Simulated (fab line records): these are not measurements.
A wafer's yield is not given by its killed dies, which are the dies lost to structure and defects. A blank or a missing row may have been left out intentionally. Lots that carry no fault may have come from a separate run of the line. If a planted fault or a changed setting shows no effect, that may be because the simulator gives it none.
Matching of chambers :: flow n5-finfet :: N5_BEOL_M6_PECVD_70 on pecvd-02: 3 sister chambers
The step deposits SiO2 from TEOS/O2, target thk 20 nm, time 22.7 s. 3 wafers are shown with their chamber, then 9 later ones without.

WAFERS, EACH WITH ITS CHAMBER
wafer: L085.1
chamber: 2
throttle-valve-pct (%): 19.9

wafer: L085.5
chamber: 0
throttle-valve-pct (%): 22.2

wafer: L085.6
chamber: 1
throttle-valve-pct (%): 23.1

WAFERS WITHOUT THEIR CHAMBER
wafer: L086.1
throttle-valve-pct (%): 23.0

wafer: L086.2
throttle-valve-pct (%): 19.6

wafer: L086.4
throttle-valve-pct (%): 22.4

wafer: L093.1
throttle-valve-pct (%): 23.1

wafer: L093.4
throttle-valve-pct (%): 22.3

wafer: L093.6
throttle-valve-pct (%): 23.3

wafer: L097.1
throttle-valve-pct (%): 20.1

wafer: L097.2
throttle-valve-pct (%): 22.4

wafer: L097.3
throttle-valve-pct (%): 23.3

CHAMBER TAKEN BY EACH
wafer: L086.1
from the rows above: 1
in truth: 1

wafer: L086.2
from the rows above: 2
in truth: 2

wafer: L086.4
from the rows above: 0
in truth: 0

wafer: L093.1
from the rows above: 1
in truth: 1

wafer: L093.4
from the rows above: 0
in truth: 0

wafer: L093.6
from the rows above: 1
in truth: 1

wafer: L097.1
from the rows above: 2
in truth: 2

wafer: L097.2
from the rows above: 0
in truth: 0

wafer: L097.3
from the rows above: 1
in truth: 1
Correctly placed: 9 of 9. Can't be placed from these rows: 0. 0 placed wrongly.
How it was worked out, from the rows above alone: a wafer's distance from a chamber is the root of the sum, over the readings, of the square of ((its reading less the chamber's mean) divided by the reading's scatter). The wafer belongs to the nearest chamber; if the next one is less than 2 further off, it can't be placed. Each chamber's mean is taken over the wafers shown for it. The scatter (one wafer shown for each chamber): square how far every hidden wafer sits from the nearest shown wafer, average those squares and take the square root.
